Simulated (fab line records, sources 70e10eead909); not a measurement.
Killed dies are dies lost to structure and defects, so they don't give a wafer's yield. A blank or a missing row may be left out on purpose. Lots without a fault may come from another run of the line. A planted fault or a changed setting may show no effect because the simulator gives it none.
Chamber matching | flow nand_harc | NHARC_A_CHANNEL_HOLE_D1_DEP_01 on pecvd-01: 3 sister chambers
The step deposits SiON, target thk 140 nm. 3 wafers are shown with their chamber, then 7 later ones without.

WAFERS WITH THEIR CHAMBER
wafer  | chamber | heater_power_w (W)
L308.3 | 2       | 645
L313.2 | 0       | 603
L313.3 | 1       | 756

WAFERS WITHOUT THEIR CHAMBER
wafer  | heater_power_w (W)
L313.6 | 763
L321.1 | 644
L321.3 | 676
L321.6 | 664
L324.2 | 588
L324.4 | 587
L324.5 | 798

WHICH CHAMBER EACH WENT THROUGH
wafer  | from the rows above     | in truth
L313.6 | 1                       | 1
L321.1 | can't be placed: 2 or 0 | 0
L321.3 | can't be placed: 2 or 0 | 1
L321.6 | can't be placed: 2 or 0 | 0
L324.2 | can't be placed: 0 or 2 | 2
L324.4 | can't be placed: 0 or 2 | 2
L324.5 | 1                       | 1
Placed correctly: 2 of 7. Can't be placed from these rows: 5 (the true chamber is among the candidates in 4). Placed wrongly: 0.
How it was worked out, from the rows above alone: a wafer's distance from a chamber is the root of the sum, over the readings, of the square of ((its reading less the chamber's mean) divided by the reading's scatter). The wafer belongs to the nearest chamber; if the next one is less than 2 further off, it can't be placed. A chamber's mean is the mean of its shown wafers. The scatter: with one shown wafer a chamber, the root of the mean of the squares of how far each hidden wafer lies from its nearest shown one.
